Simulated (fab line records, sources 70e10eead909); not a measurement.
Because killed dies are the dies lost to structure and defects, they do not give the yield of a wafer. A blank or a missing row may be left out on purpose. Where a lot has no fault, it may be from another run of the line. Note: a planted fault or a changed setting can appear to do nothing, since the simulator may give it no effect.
fab line records	flow nand-harc
record: lots: 11	wafers: 33	last-day: 24
route steps=1159 shown P_BONDPAD@364 END@1159
lots with no fault: from the same line, run without faults
start-h: hours from the record's first day to the start of the lot's first wafer shown	wait-h: hours since the lot's step before	" unchanged from the row above	L1.1+2: several wafers, shown together as one row	- value missing, or start not given	* or withheld: withheld	< > ~ a bound
route shown NAME@n: a module of which the file shows steps, and the number in the route of the first	usual: average and standard deviation across the fault-free wafers	same: alike in all rows	chamber/n: place in a boat	sites: per-site readings	_std_site: standard deviation of those values	_edge_site: outer sites' mean less inner sites'	radius-mm: for every site, how far away it sits from the centre of the wafer	mask NAME#n: copy n	behind: tool/chamber where the wafer was last shaped	hold: why the lot went on hold/how many hours it stayed there/how the hold came to an end	device: transistor that didn't switch, given as n, p or np	end of line: tests of these same wafers at the route's end	a step with no rows: only its recipe	killed: the dies lost at the first sort to structure and to defects; this is not the yield of the wafer	map: per-die view of a wafer (x killed, . not killed, _ where there is no die)
set.NAME: the setting the step ran with; set.NAME@STEP: the setting that earlier step ran with	model.NAME: the simulator's own value behind a step, which no gauge read
steps of the route over a sample of lots; a table a step, a row a wafer
services: from which hour (start-h, from the record's first day; less than 0 if before it) a tool's chamber was out of use, for how many hours, and why
== steps ==
step: NHARC_P_BONDPAD_CD_MEAS_09
recipe: target-cd-nm: 500	landing-energy-ev: 500
usual: cd-nm: 501.5/1.9
lot.wafer	tool	chamber	start-h	wait-h	cd-nm
L423.1	cd-sem-03	0	121.92	-	500.4
L423.3	"	0	"	"	499.6
L423.4	"	0	"	"	501.0
L424.3	cd-sem-03	0	132.81	-	499.2
L424.4	"	0	"	"	501.7
L424.5	"	0	"	"	501.1
L427.1	cd-sem-03	0	149.58	-	503.5
L427.3	"	0	"	"	501.7
L427.6	"	0	"	"	503.5
L426.1	cd-sem-01	0	150.04	-	505.0
L426.2	"	0	"	"	502.5
L426.4	"	0	"	"	501.7
L428.1	cd-sem-01	0	160.17	-	499.4
L428.3	"	0	"	"	499.2
L428.5	"	0	"	"	500.9
L430.2	cd-sem-01	0	165.09	-	506.6
L430.3	"	0	"	"	504.8
L430.4	"	0	"	"	504.6
L432.1	cd-sem-02	0	181.25	-	499.3
L432.2	"	0	"	"	500.7
L432.5	"	0	"	"	503.6
L431.1	cd-sem-03	0	181.58	-	501.0
L431.2	"	0	"	"	499.0
L431.4	"	0	"	"	503.3
L435.1	cd-sem-03	0	207.32	-	504.6
L435.3	"	0	"	"	502.7
L435.5	"	0	"	"	502.4
L436.2	cd-sem-03	0	208.91	-	501.4
L436.3	"	0	"	"	503.6
L436.5	"	0	"	"	501.0
L443.2	cd-sem-02	0	249.32	-	501.5
L443.4	"	0	"	"	501.2
L443.6	"	0	"	"	498.9
step: NHARC_P_BONDPAD_CD_MEAS_13
usual: cd-nm: 501.2/2.1
lot.wafer	tool	chamber	start-h	wait-h	cd-nm
L423.1	cd-sem-03	-	122.45	-	500.9
L423.3	"	-	"	"	497.3
L423.4	"	-	"	"	499.6
L424.3	cd-sem-03	-	133.34	-	500.5
L424.4	"	-	"	"	500.0
L424.5	"	-	"	"	501.9
L427.1	cd-sem-01	-	150.11	-	502.8
L427.3	"	-	"	"	501.5
L427.6	"	-	"	"	502.3
L426.1	cd-sem-03	-	150.60	-	504.6
L426.2	"	-	"	"	502.3
L426.4	"	-	"	"	502.7
L428.1	cd-sem-03	-	160.70	-	499.2
L428.3	"	-	"	"	498.2
L428.5	"	-	"	"	502.3
L430.2	cd-sem-01	-	165.61	-	506.4
L430.3	"	-	"	"	503.5
L430.4	"	-	"	"	503.4
L432.1	cd-sem-02	-	181.77	-	499.3
L432.2	"	-	"	"	501.9
L432.5	"	-	"	"	503.1
L431.1	cd-sem-02	-	182.10	-	501.0
L431.2	"	-	"	"	499.8
L431.4	"	-	"	"	503.4
L435.1	cd-sem-02	-	207.84	-	504.4
L435.3	"	-	"	"	504.2
L435.5	"	-	"	"	502.0
L436.2	cd-sem-01	-	209.46	-	500.7
L436.3	"	-	"	"	502.3
L436.5	"	-	"	"	500.8
L443.2	cd-sem-02	-	249.85	-	499.5
L443.4	"	-	"	"	502.2
L443.6	"	-	"	"	498.1
step: NHARC_P_BONDPAD_STRIP_15
recipe: o2-flow-sccm: 500	ar-flow-sccm: 0	bias-w: 0	chemistry: O2
usual: drypump-motor-current-A: 5.5/0.47	oes-product-au: 1.003/0.0089	rf-vpp-V: 57.6/0.89	showerhead-plenum-p-Torr: 3.49/0.13	throttle-valve-pct: 17.036/0.0095
lot.wafer	tool	chamber	start-h	wait-h	drypump-motor-current-A	oes-product-au	rf-hours-counter-h	rf-vpp-V	showerhead-plenum-p-Torr	throttle-valve-pct
L423.3	rie-diel-07	1	122.53	0.1	4.9	1.004	6	57.1	3.38	17.050
L423.1	"	2	"	"	5.4	1.008	6	56.3	3.44	17.031
L423.4	"	0	"	"	6.3	0.992	5	59.0	3.68	17.028
L424.3	rie-diel-13	3	133.42	0.1	5.7	0.998	10	57.4	3.61	17.046
L424.4	"	0	"	"	5.1	1.002	9	56.3	3.41	17.024
L424.5	"	3	"	"	5.7	1.004	-	60.0	3.61	17.021
L427.1	rie-diel-07	0	150.18	0.1	6.3	0.993	8	57.6	3.68	17.036
L427.3	"	1	"	"	4.9	1.019	9	56.9	3.38	17.042
L427.6	"	1	"	"	5.0	1.005	-	57.0	3.38	17.035
L426.4	rie-diel-07	1	150.68	0.1	5.0	1.006	9	57.1	3.38	17.040
L426.1	"	3	"	"	5.3	0.997	9	58.8	3.59	17.030
L426.2	"	0	"	"	6.3	1.002	8	59.5	3.68	17.024
L428.3	rie-diel-07	3	160.80	0.1	5.3	0.990	10	57.4	3.59	17.037
L428.1	"	0	"	"	6.3	0.998	9	58.7	3.68	17.037
L428.5	"	2	"	"	5.4	0.989	-	57.6	3.44	17.036
L430.3	rie-diel-07	3	165.69	0.1	5.3	0.997	11	58.9	3.59	17.037
L430.4	"	0	"	"	6.3	1.005	9	58.1	3.68	17.045
L430.2	"	2	"	"	5.4	0.997	11	56.0	3.44	17.032
L432.2	rie-diel-06	1	181.85	0.1	6.0	1.001	37	57.9	3.58	17.033
L432.1	"	2	"	"	5.5	0.991	40	57.1	3.29	17.049
L432.5	"	2	"	"	5.4	0.993	-	55.8	3.29	17.048
L431.2	rie-diel-07	2	182.19	0.1	5.4	0.998	11	56.2	3.44	17.039
L431.1	"	3	"	"	5.3	0.986	12	58.0	3.59	17.029
L431.4	"	0	"	"	6.3	1.004	10	59.1	3.68	17.038
L435.3	rie-diel-07	1	207.94	0.1	4.9	1.010	14	57.1	3.37	17.033
L435.1	"	3	"	"	5.3	0.997	15	58.3	3.59	17.024
L435.5	"	1	"	"	4.9	1.002	-	58.1	3.37	17.029
L436.3	rie-diel-07	2	209.55	0.1	5.3	0.993	14	57.4	3.43	17.039
L436.2	"	0	"	"	6.3	1.012	14	59.0	3.68	17.014
L436.5	"	3	"	"	5.3	0.991	-	58.1	3.59	17.033
L443.4	rie-diel-07	2	249.92	0.1	5.4	0.992	1	57.0	3.43	17.048
L443.2	"	1	"	"	5.0	1.009	1	58.5	3.37	17.038
L443.6	"	2	"	"	5.4	1.007	-	57.6	3.43	17.034
step: NHARC_P_BONDPAD_ETCH_24
recipe: target-depth-a: 300	over-etch-frac: 0.3	time-s: 72.99	ion-energy-ev: 150	cf4-flow-sccm: 50	n2-flow-sccm: 100	ar-flow-sccm: 150	rf-w: 300	bias-w: 100	chemistry: CF4/N2
usual: drypump-motor-current-A: 5.6/0.47	oes-product-au: 1.001/0.0093	rf-vpp-V: 313.7/1.9	run-length-s: 94.3/0.42	showerhead-plenum-p-Torr: 2.60/0.099	throttle-valve-pct: 19.793/0.0083
lot.wafer	tool	chamber	start-h	wait-h	drypump-motor-current-A	oes-product-au	rf-hours-counter-h	rf-vpp-V	run-length-s	showerhead-plenum-p-Torr	throttle-valve-pct
L423.4	rie-diel-07	3	122.68	-	5.3	1.002	6	315.5	94.4	2.67	19.780
L423.1	"	0	"	"	6.3	0.992	5	316.6	94.4	2.74	19.787
L423.3	"	2	"	"	5.4	1.000	6	313.5	95.0	2.56	19.790
L424.4	rie-diel-13	3	133.56	-	5.7	1.016	10	315.1	94.1	2.69	19.783
L424.3	"	1	"	"	5.6	1.021	8	314.7	94.2	2.66	19.772
L424.5	"	0	"	"	5.1	1.001	-	313.3	94.6	2.53	19.790
L427.1	rie-diel-07	0	150.33	-	6.3	1.004	8	315.0	94.8	2.74	19.801
L427.3	"	1	"	"	4.9	1.010	9	312.6	94.5	2.51	19.785
L427.6	"	0	"	"	6.3	1.004	-	316.5	94.7	2.74	19.787
L426.4	rie-diel-07	2	150.82	-	5.4	0.986	9	312.9	95.4	2.56	19.796
L426.2	"	0	"	"	6.3	0.991	8	315.6	94.4	2.74	19.795
L426.1	"	1	"	"	5.0	1.005	9	313.6	94.4	2.51	19.795
L428.1	rie-diel-07	3	160.92	-	5.3	0.989	10	317.1	94.8	2.67	19.800
L428.3	"	1	"	"	4.9	1.009	9	310.8	94.4	2.51	19.801
L428.5	"	3	"	"	5.3	0.991	-	316.0	94.1	2.67	19.800
L430.3	rie-diel-07	1	165.84	-	5.0	1.005	10	311.2	94.5	2.51	19.780
L430.2	"	2	"	"	5.4	0.994	11	311.9	94.9	2.56	19.784
L430.4	"	3	"	"	5.3	0.979	11	316.3	94.3	2.67	19.789
L432.2	rie-diel-06	2	182.10	0.2	5.4	1.003	40	312.4	93.9	2.44	19.803
L432.1	"	1	"	"	6.0	1.011	37	313.2	93.3	2.66	19.794
L432.5	"	3	"	"	6.0	0.993	-	311.5	94.2	2.46	19.784
L431.2	rie-diel-07	3	182.77	-	5.3	0.987	12	314.6	94.2	2.67	19.785
L431.4	"	0	"	"	6.3	1.003	10	317.5	94.4	2.74	19.796
L431.1	"	1	"	"	4.9	1.017	11	312.1	94.8	2.51	19.780
L435.3	rie-diel-07	2	208.08	-	5.4	0.991	14	311.9	94.9	2.55	19.783
L435.1	"	3	"	"	5.3	0.985	15	316.1	94.2	2.67	19.795
L435.5	"	1	"	"	4.9	1.009	-	312.5	94.5	2.51	19.786
L436.2	rie-diel-07	2	209.70	-	5.3	0.990	15	313.4	94.9	2.55	19.788
L436.3	"	0	"	"	6.3	0.997	14	316.1	94.0	2.74	19.801
L436.5	"	1	"	"	4.9	1.008	-	313.0	94.8	2.51	19.798
L443.4	rie-diel-07	3	250.07	-	5.3	1.004	1	316.4	94.3	2.67	19.808
L443.2	"	2	"	"	5.4	0.995	2	310.6	94.7	2.55	19.783
L443.6	"	0	"	"	6.3	0.992	-	315.8	91.2	2.74	19.812
step: NHARC_END_SORT_01
recipe: temp-c: 25
usual: defect-limited-yield: 95.4/1.7	killed-at-array: 27/11	killed-at-other: 0.6/0.89	killed-at-periphery: 3.0/2.4	killed-dies: 31/12	killed-open: 3.2/1.6	killed-short: 2.0/1.5	sort_bin_2_pct: 1.5/0.69	sort_bin_3_pct: 0.23/0.22	sort_bin_4_pct: 2.9/1.1	sort-n-pass: 646/12	sort-rim-yield-pct: 94/3.3	sort-yield-pct: 95.4/1.7
same: gross-dies: 677	sort_bin_5_pct[%]: 0	sort_bin_6_pct[%]: 0	sort_bin_7_pct[%]: 0	sort_bin_8_pct[%]: 0	sort-rim-n-gross: 106.00
lot.wafer	tool	chamber	start-h	wait-h	defect-limited-yield[%]	killed-at-array	killed-at-other	killed-at-periphery	killed-dies	killed-open	killed-short	sort_bin_2_pct[%]	sort_bin_3_pct[%]	sort_bin_4_pct[%]	sort-n-pass	sort-rim-yield-pct[%]	sort-yield-pct[%]
L423.1	prober-02	0	448.96	2.5	95.3	27	1	4	32	3	1	1.6	0.30	2.8	645	94	95.3
L423.3	prober-02	0	450.58	3.1	95.6	26	1	3	30	3	1	1.9	0.15	2.4	647	94	95.6
L423.4	prober-02	0	451.39	3.4	95.1	31	0	2	33	2	2	1.3	0.30	3.2	644	92	95.1
L424.3	prober-01	0	458.34	3.1	95.9	23	1	4	28	3	0	0.4	0.15	3.5	649	91	95.9
L424.4	prober-01	0	459.14	3.4	96.3	21	0	4	25	2	0	1.5	0.30	1.9	652	98	96.3
L424.5	prober-01	0	459.93	3.7	95.0	33	0	1	34	2	4	1.3	0	3.7	643	91	95.0
L426.1	prober-02	0	464.75	2.5	98.5	10	0	0	10	5	0	0.3	0	1.2	667	97	98.5
L426.2	prober-02	0	465.55	2.8	97.9	12	0	2	14	4	0	0.7	0	1.3	663	99	97.9
L426.4	prober-02	0	467.16	3.4	97.6	12	0	4	16	3	4	0.9	0	1.5	661	97	97.6
L427.1	prober-01	0	472.20	2.5	93.8	38	0	4	42	5	1	2.4	0.30	3.5	635	92	93.8
L427.3	prober-01	0	473.80	3.1	93.5	36	0	8	44	5	1	1.5	0	5.0	633	92	93.5
L427.6	prober-01	0	476.20	4.0	93.2	35	0	11	46	4	3	2.4	0.44	4.0	631	92	93.2
L428.1	prober-01	0	480.02	2.5	97.3	15	0	3	18	2	2	0.9	0.15	1.6	659	98	97.3
L428.3	prober-01	0	481.62	3.1	97.8	12	0	3	15	2	2	0.9	0.15	1.2	662	99	97.8
L428.5	prober-01	0	483.23	3.7	98.5	10	0	0	10	3	1	0.3	0	1.2	667	98	98.5
L430.2	prober-02	0	481.20	2.8	94.8	32	1	2	35	3	3	2.4	0	2.8	642	92	94.8
L430.3	prober-02	0	481.99	3.1	93.4	42	2	1	45	4	4	1.6	0	5.0	632	93	93.4
L430.4	prober-02	0	482.78	3.4	93.5	36	4	4	44	2	5	2.1	0.44	4.0	633	93	93.5
L431.1	prober-01	0	489.95	2.5	97.3	15	1	2	18	2	2	0.9	0	1.8	659	97	97.3
L431.2	prober-01	0	490.74	2.8	96.9	16	0	5	21	3	3	1.2	0.15	1.8	656	93	96.9
L431.4	prober-01	0	492.32	3.4	97.8	12	1	2	15	4	1	0.6	0	1.6	662	97	97.8
L432.1	prober-02	0	498.77	2.4	94.1	37	1	2	40	0	2	1.8	0	4.1	637	92	94.1
L432.2	prober-02	0	499.57	2.8	95.0	31	0	3	34	6	0	2.1	0	3.0	643	96	95.0
L432.5	prober-02	0	501.97	3.7	94.1	38	1	1	40	5	4	2.5	0.15	3.2	637	94	94.1
L436.2	prober-02	0	507.39	2.8	92.9	45	0	3	48	2	2	1.9	0.15	5.0	629	92	92.9
L436.3	prober-02	0	508.19	3.1	93.2	45	0	1	46	3	1	3.0	0.44	3.4	631	86	93.2
L436.5	prober-02	0	509.81	3.7	94.1	38	0	2	40	4	4	2.1	0.15	3.7	637	93	94.1
L435.1	prober-01	0	524.60	2.5	96.2	23	0	3	26	2	2	1.0	0	2.8	651	97	96.2
L435.3	prober-01	0	526.22	3.1	94.7	31	0	5	36	2	3	2.1	0	3.2	641	97	94.7
L435.5	prober-01	0	527.84	3.7	95.6	27	1	2	30	2	3	1.5	0	3.0	647	93	95.6
L443.2	prober-02	0	576.53	2.8	92.5	46	0	5	51	3	2	2.4	0.44	4.7	626	88	92.5
L443.4	prober-02	0	578.13	3.4	92.2	51	0	2	53	4	4	2.7	0.15	5.0	624	90	92.2
L443.6	prober-02	0	579.72	4.0	93.9	39	0	2	41	4	2	1.9	0.15	4.0	636	93	93.9
killed by level:class
L423.1 A_CHANNEL_HOLE_D1:chamber-film-flake=12 A_SLIT:chamber-film-flake=7 A_CONTACT:chamber-film-flake=3 P_STI:chamber-film-flake=2 A_ZERO_WELL:chamber-film-flake=2 P_CONTACT:geometric-particle:open=1 P_CONTACT:geometric-particle:short=1 A_ONON_D1:geometric-particle:open=1
L423.3 A_SLIT:chamber-film-flake=11 A_CHANNEL_HOLE_D1:chamber-film-flake=10 P_STI:chamber-film-flake=2 A_STAIRCASE:chamber-film-flake=2 P_M1:geometric-particle:open=1 A_SGD_CUT:geometric-particle:open=1 A_M0:geometric-particle:open=1 STARTING-WAFER:geometric-particle:short=1
L423.4 A_CHANNEL_HOLE_D1:chamber-film-flake=11 A_SLIT:chamber-film-flake=11 A_STAIRCASE:chamber-film-flake=3 A_CONTACT:chamber-film-flake=3 A_WL_FILL:geometric-particle:short=2 P_CONTACT:geometric-particle:open=1 P_M1:geometric-particle:open=1 A_WL_FILL:chamber-film-flake=1
L424.3 A_CHANNEL_HOLE_D1:chamber-film-flake=9 A_SLIT:chamber-film-flake=9 A_M0:geometric-particle:open=2 P_STI:chamber-film-flake=2 A_STAIRCASE:chamber-film-flake=2 P_CONTACT:geometric-particle:open=1 P_GATE:chamber-film-flake=1 A_CONTACT:chamber-film-flake=1
L424.4 A_CHANNEL_HOLE_D1:chamber-film-flake=8 A_SLIT:chamber-film-flake=7 A_STAIRCASE:chamber-film-flake=3 P_GATE:chamber-film-flake=2 P_GATE:geometric-particle:open=1 A_CONTACT:geometric-particle:open=1 P_STI:chamber-film-flake=1 A_CONTACT:chamber-film-flake=1
L424.5 A_CHANNEL_HOLE_D1:chamber-film-flake=14 A_SLIT:chamber-film-flake=6 A_WL_FILL:chamber-film-flake=3 A_CONTACT:chamber-film-flake=2 A_ONON_D1:geometric-particle:open=1 A_CHANNEL_HOLE_D1:geometric-particle:short=1 A_CHANNEL_FILL_D1:geometric-particle:short=1 A_CONTACT:geometric-particle:open=1
L426.1 A_CHANNEL_HOLE_D1:geometric-particle:open=2 A_M0:geometric-particle:open=2 A_CHANNEL_FILL_D1:chamber-film-flake=2 A_SLIT:chamber-film-flake=2 A_WL_FILL:geometric-particle:open=1 A_CHANNEL_HOLE_D1:chamber-film-flake=1
L426.2 A_CHANNEL_HOLE_D1:chamber-film-flake=3 A_CONTACT:geometric-particle:open=2 A_CHANNEL_FILL_D1:chamber-film-flake=2 P_CONTACT:geometric-particle:open=1 A_M1:geometric-particle:open=1 P_GATE:chamber-film-flake=1 A_STAIRCASE:chamber-film-flake=1 A_SLIT:chamber-film-flake=1
L426.4 P_GATE:chamber-film-flake=3 A_CHANNEL_HOLE_D1:chamber-film-flake=2 A_SLIT:chamber-film-flake=2 P_GATE:geometric-particle:short=1 A_CHANNEL_FILL_D1:geometric-particle:open=1 A_SGD_CUT:geometric-particle:open=1 A_WL_FILL:geometric-particle:short=1 A_CONTACT:geometric-particle:short=1
L427.1 A_STAIRCASE:chamber-film-flake=10 A_CHANNEL_HOLE_D1:chamber-film-flake=9 A_SLIT:chamber-film-flake=7 A_ZERO_WELL:chamber-film-flake=3 A_CONTACT:chamber-film-flake=3 A_CONTACT:geometric-particle:open=2 P_M1:chamber-film-flake=2 P_M0:geometric-particle:open=1
L427.3 A_CHANNEL_HOLE_D1:chamber-film-flake=12 A_SLIT:chamber-film-flake=11 A_STAIRCASE:chamber-film-flake=8 P_M0:geometric-particle:open=2 P_M1:chamber-film-flake=2 A_CONTACT:chamber-film-flake=2 P_CONTACT:geometric-particle:short=1 P_CONTACT:geometric-particle:open=1
L427.6 A_CHANNEL_HOLE_D1:chamber-film-flake=15 A_STAIRCASE:chamber-film-flake=11 A_SLIT:chamber-film-flake=7 P_CONTACT:geometric-particle:short=3 P_ZERO_WELL:chamber-film-flake=2 P_M1:chamber-film-flake=2 P_M2:chamber-film-flake=2 P_GATE:geometric-particle:open=1
L428.1 A_SLIT:chamber-film-flake=5 A_CONTACT:chamber-film-flake=4 A_CHANNEL_HOLE_D1:chamber-film-flake=2 A_STAIRCASE:chamber-film-flake=2 P_CONTACT:geometric-particle:open=1 P_M0:geometric-particle:open=1 A_SGD_CUT:geometric-particle:short=1 A_WL_FILL:geometric-particle:short=1
L430.2 A_CHANNEL_HOLE_D1:chamber-film-flake=13 A_SLIT:chamber-film-flake=7 A_STAIRCASE:chamber-film-flake=6 A_CHANNEL_FILL_D1:geometric-particle:short=2 A_CONTACT:chamber-film-flake=2 P_CONTACT:geometric-particle:open=1 P_M1:geometric-particle:short=1 A_M0:geometric-particle:open=1
L428.3 A_CHANNEL_HOLE_D1:chamber-film-flake=5 A_CONTACT:chamber-film-flake=3 P_ZERO_WELL:chamber-film-flake=2 P_GATE:geometric-particle:short=1 A_SOURCE_PLATE:geometric-particle:short=1 A_SOURCE_PLATE:geometric-particle:open=1 A_CONTACT:geometric-particle:open=1 A_STAIRCASE:chamber-film-flake=1
L430.3 A_SLIT:chamber-film-flake=13 A_CHANNEL_HOLE_D1:chamber-film-flake=11 A_STAIRCASE:chamber-film-flake=9 A_CHANNEL_HOLE_D1:geometric-particle:short=2 A_CONTACT:chamber-film-flake=2 P_M0:geometric-particle:open=1 A_SOURCE_PLATE:geometric-particle:open=1 A_CHANNEL_FILL_D1:geometric-particle:short=1
L430.4 A_SLIT:chamber-film-flake=12 A_CHANNEL_HOLE_D1:chamber-film-flake=8 A_STAIRCASE:chamber-film-flake=6 THIN_TSV:chamber-film-flake=4 A_CONTACT:chamber-film-flake=3 A_M0:geometric-particle:short=2 A_WL_FILL:chamber-film-flake=2 P_M0:geometric-particle:open=1
L428.5 A_CHANNEL_HOLE_D1:chamber-film-flake=2 A_STAIRCASE:chamber-film-flake=2 A_CHANNEL_HOLE_D1:geometric-particle:short=1 A_CHANNEL_FILL_D1:geometric-particle:open=1 A_WL_FILL:geometric-particle:open=1 A_M0:geometric-particle:open=1 A_SLIT:chamber-film-flake=1 A_CONTACT:chamber-film-flake=1
L431.1 A_CHANNEL_HOLE_D1:chamber-film-flake=6 A_STAIRCASE:chamber-film-flake=2 A_CONTACT:chamber-film-flake=2 P_CONTACT:geometric-particle:open=1 A_CHANNEL_FILL_D1:geometric-particle:short=1 A_CONTACT:geometric-particle:open=1 A_M0:geometric-particle:short=1 P_STI:chamber-film-flake=1
L431.2 A_CHANNEL_HOLE_D1:chamber-film-flake=6 A_STAIRCASE:chamber-film-flake=6 P_CONTACT:geometric-particle:open=2 P_M0:geometric-particle:short=1 P_M1:geometric-particle:open=1 A_CONTACT:geometric-particle:short=1 A_BLC:geometric-particle:short=1 P_STI:chamber-film-flake=1
L431.4 A_STAIRCASE:chamber-film-flake=4 A_BLC:geometric-particle:open=2 A_CHANNEL_HOLE_D1:chamber-film-flake=2 P_CONTACT:geometric-particle:open=1 A_CONTACT:geometric-particle:open=1 A_M0:geometric-particle:short=1 P_ZERO_WELL:chamber-film-flake=1 A_WL_FILL:chamber-film-flake=1
L432.1 A_CHANNEL_HOLE_D1:chamber-film-flake=13 A_SLIT:chamber-film-flake=8 A_STAIRCASE:chamber-film-flake=6 A_CONTACT:chamber-film-flake=6 P_GATE:chamber-film-flake=2 A_ZERO_WELL:chamber-film-flake=2 A_CHANNEL_FILL_D1:geometric-particle:short=1 A_WL_FILL:geometric-particle:short=1
L432.2 A_CHANNEL_HOLE_D1:chamber-film-flake=13 A_SLIT:chamber-film-flake=8 A_CONTACT:geometric-particle:open=2 A_M0:geometric-particle:open=2 A_CONTACT:chamber-film-flake=2 P_M1:geometric-particle:open=1 A_BLC:geometric-particle:open=1 P_STI:chamber-film-flake=1
L432.5 A_CHANNEL_HOLE_D1:chamber-film-flake=18 A_SLIT:chamber-film-flake=9 A_SGD_CUT:geometric-particle:short=2 A_ZERO_WELL:chamber-film-flake=2 P_CONTACT:geometric-particle:open=1 A_CHANNEL_HOLE_D1:geometric-particle:short=1 A_SGD_CUT:geometric-particle:open=1 A_WL_FILL:geometric-particle:open=1
L436.2 A_CHANNEL_HOLE_D1:chamber-film-flake=19 A_SLIT:chamber-film-flake=14 A_CHANNEL_FILL_D1:chamber-film-flake=4 P_STI:chamber-film-flake=2 A_CONTACT:chamber-film-flake=2 A_BLC:chamber-film-flake=2 P_CONTACT:geometric-particle:open=1 A_SOURCE_PLATE:geometric-particle:short=1
L436.3 A_SLIT:chamber-film-flake=19 A_CHANNEL_HOLE_D1:chamber-film-flake=16 A_CONTACT:geometric-particle:open=2 A_STAIRCASE:chamber-film-flake=2 A_SOURCE_PLATE:geometric-particle:open=1 A_CHANNEL_FILL_D1:geometric-particle:short=1 P_ZERO_WELL:chamber-film-flake=1 A_ZERO_WELL:chamber-film-flake=1
L436.5 A_CHANNEL_HOLE_D1:chamber-film-flake=15 A_SLIT:chamber-film-flake=13 A_STAIRCASE:chamber-film-flake=3 P_CONTACT:geometric-particle:short=1 P_M0:geometric-particle:open=1 A_SOURCE_PLATE:geometric-particle:short=1 A_ONON_D1:geometric-particle:open=1 A_CHANNEL_HOLE_D1:geometric-particle:short=1
L435.1 A_CHANNEL_HOLE_D1:chamber-film-flake=11 A_CONTACT:chamber-film-flake=6 A_CHANNEL_FILL_D1:geometric-particle:short=1 A_WL_FILL:geometric-particle:open=1 A_M1:geometric-particle:open=1 A_M1:geometric-particle:short=1 P_ZERO_WELL:chamber-film-flake=1 P_GATE:chamber-film-flake=1
L435.3 A_CHANNEL_HOLE_D1:chamber-film-flake=13 A_CONTACT:chamber-film-flake=10 P_ZERO_WELL:chamber-film-flake=3 A_WL_FILL:geometric-particle:short=2 A_ONON_D1:geometric-particle:short=1 A_ONON_D1:geometric-particle:open=1 A_BLC:geometric-particle:open=1 P_M0:chamber-film-flake=1
L435.5 A_CHANNEL_HOLE_D1:chamber-film-flake=14 A_CONTACT:chamber-film-flake=5 A_WL_FILL:geometric-particle:short=2 P_M0:chamber-film-flake=2 A_STAIRCASE:chamber-film-flake=2 A_WL_FILL:geometric-particle:open=1 A_CONTACT:geometric-particle:open=1 STARTING-WAFER:geometric-particle:short=1
L443.2 A_CHANNEL_HOLE_D1:chamber-film-flake=20 A_SLIT:chamber-film-flake=16 P_STI:chamber-film-flake=2 A_ZERO_WELL:chamber-film-flake=2 A_STAIRCASE:chamber-film-flake=2 A_CONTACT:chamber-film-flake=2 P_CONTACT:geometric-particle:open=1 A_ONON_D1:geometric-particle:short=1
L443.4 A_CHANNEL_HOLE_D1:chamber-film-flake=21 A_SLIT:chamber-film-flake=11 A_CONTACT:chamber-film-flake=10 A_SOURCE_PLATE:geometric-particle:short=2 A_CONTACT:geometric-particle:open=2 P_M0:geometric-particle:open=1 P_M2:geometric-particle:open=1 A_CHANNEL_FILL_D1:geometric-particle:short=1
L443.6 A_CHANNEL_HOLE_D1:chamber-film-flake=14 A_SLIT:chamber-film-flake=14 A_CONTACT:chamber-film-flake=5 A_CHANNEL_FILL_D1:geometric-particle:open=2 A_ZERO_WELL:chamber-film-flake=2 P_CONTACT:geometric-particle:open=1 P_M2:geometric-particle:short=1 A_CHANNEL_FILL_D1:geometric-particle:short=1
== services ==
tool	chamber	start-h	hours	kind
rie-diel-13	-	99.00	9.0	pm
rie-diel-07	0	109.20	-	clean
rie-diel-07	1	109.20	-	clean
rie-diel-07	2	109.20	-	clean
rie-diel-07	3	109.20	-	clean
rie-diel-07	0	133.75	-	clean
rie-diel-07	1	133.75	-	clean
rie-diel-07	2	133.75	-	clean
rie-diel-07	3	133.75	-	clean
rie-diel-06	-	133.90	0.8	repair
rie-diel-06	1	145.27	9.8	repair
rie-diel-07	0	158.25	-	clean
rie-diel-07	1	158.25	-	clean
rie-diel-07	2	158.25	-	clean
rie-diel-07	3	158.25	-	clean
rie-diel-06	0	177.21	19.9	repair
rie-diel-07	0	182.77	-	clean
rie-diel-07	1	182.77	-	clean
rie-diel-07	2	182.77	-	clean
rie-diel-07	3	182.77	-	clean
rie-diel-13	1	221.55	8.9	repair
rie-diel-06	3	225.42	3.6	repair
rie-diel-07	-	228.20	9.0	pm
rie-diel-06	-	241.55	9.0	pm
== key ==
first-sign: step: NHARC_P_BONDPAD_ETCH_24	reading: run-length-s	direction: down	sigmas: 7.6	usual: *	struck: *
effect none on later readings
met-at NHARC_P_BONDPAD_ETCH_24
struck-lots L443
struck-wafers L443.6
not-acting-at NHARC_P_BONDPAD_CD_MEAS_09,NHARC_P_BONDPAD_CD_MEAS_13,NHARC_P_BONDPAD_STRIP_15
onset-between 209.70 250.07
fault: kind: process-parameter-drift	tool: rie-diel-07	chamber: -	onset-h: 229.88	steps: NHARC_P_BONDPAD_ETCH_24	channel: time-s	offset: *	shape: step	end-h: 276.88	scope: struck-wafers-only	acts-in: *	stated: *
